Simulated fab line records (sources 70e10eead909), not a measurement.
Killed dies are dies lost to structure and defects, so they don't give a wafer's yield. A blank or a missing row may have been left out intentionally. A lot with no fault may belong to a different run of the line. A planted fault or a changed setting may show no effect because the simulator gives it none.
Check for tools in common | flow nandHarc | Sample size 3 lots and 9 wafers

## WHY THIS WAS OPENED
At NHARC_END_SORT_01 the reading killedAtArray is flagged on 3 of 3 lots. Fault-free wafers read 56, with a standard deviation of 19.
Rule: a lot is flagged in two cases, either no wafer of it has a number, or all its wafers with numbers fall more than 4 standard deviations from that mean. As for the other lots, they are considered sound.

lot  | measured     | on        | killedAtArray, wafer by wafer | flag
L599 | day 29 05:44 | prober-02 | 673 677 673                   | FLAGGED
L600 | day 29 09:46 | prober-01 | 673 672 673                   | FLAGGED
L601 | day 30 05:26 | prober-02 | 666 672 672                   | FLAGGED
On average the flagged lots' numbers are 672, which is +616 against the usual, or +32 standard deviations.

## EACH LOT AND THE TOOL IT RAN ON
3 process steps preceding the reading are held in the record, out of 1302 steps in the route. Cell contents, in order: the tool; ch with the chambers the sampled wafers went through; the start.
lot  | flag    | NHARC_A_WL_FILL_ALD_02             | NHARC_A_WL_FILL_ETCHBACK_16                  | NHARC_A_CONTACT_DEP_24
L599 | FLAGGED | aldMetal-04 ch 0,2,3, day 24 21:41 | rieDiel-01 ch 0,1,2, day 25 15:44 or earlier | pecvd-04 ch 0,1,2, day 25 15:44
L600 | FLAGGED | aldMetal-04 ch 1,2,3, day 25 06:24 | rieDiel-06 ch 0,1,2, day 26 00:27 or earlier | pecvd-04 ch 0,1, day 26 00:27
L601 | FLAGGED | aldMetal-04 ch 2,3, day 26 00:20   | rieDiel-06 ch 0,2, day 26 18:01 or earlier   | pecvd-04 ch 1,2, day 26 18:01
What these steps do:
- NHARC_A_WL_FILL_ALD_02: deposits TiN, target thk 2 nm, pulse time 3 s, ald cycles 100.
- NHARC_A_WL_FILL_ETCHBACK_16: etches the open film in C4F8/O2/Ar, target depth 120 nm, time 24 s.
- NHARC_A_CONTACT_DEP_24: deposits SiO2, target thk 500 nm.
- NHARC_END_SORT_01

## FLAGGED OVER TOTAL, TOOL BY TOOL (the gauges that took the reading come last)
step                        | tool        | lots run | flagged | share of the flagged lots | sound lots run after its first flagged lot
NHARC_A_WL_FILL_ALD_02      | aldMetal-04 | 3        | 3       | all                       | 0
NHARC_A_WL_FILL_ETCHBACK_16 | rieDiel-01  | 1        | 1       | some                      | 0
NHARC_A_WL_FILL_ETCHBACK_16 | rieDiel-06  | 2        | 2       | some                      | 0
NHARC_A_CONTACT_DEP_24      | pecvd-04    | 3        | 3       | all                       | 0
NHARC_END_SORT_01           | prober-01   | 1        | 1       | some                      | 0
NHARC_END_SORT_01           | prober-02   | 2        | 2       | some                      | 0
NHARC_A_WL_FILL_ETCHBACK_16: start missing for some lots; hours and lot order therefore follow NHARC_A_CONTACT_DEP_24.

## WHAT THE TABLE ALLOWS
Rows of the table that ran all the flagged lots, 2 in number: aldMetal-04 at NHARC_A_WL_FILL_ALD_02; pecvd-04 at NHARC_A_CONTACT_DEP_24.
- aldMetal-04 at NHARC_A_WL_FILL_ALD_02: 3 of its 3 lots flagged. With no sound lot run before its first flagged lot in this sample, there is nothing to narrow down the start.
- pecvd-04 at NHARC_A_CONTACT_DEP_24: 3 of its 3 lots flagged. With no sound lot run before its first flagged lot in this sample, there is nothing to narrow down the start.
Counting lots can't tell these 2 tools apart, because each fits a fault that began at some hour. More lots, or a look at what each step does to the wafer, might.

## WHAT THE SIMULATOR PUT IN
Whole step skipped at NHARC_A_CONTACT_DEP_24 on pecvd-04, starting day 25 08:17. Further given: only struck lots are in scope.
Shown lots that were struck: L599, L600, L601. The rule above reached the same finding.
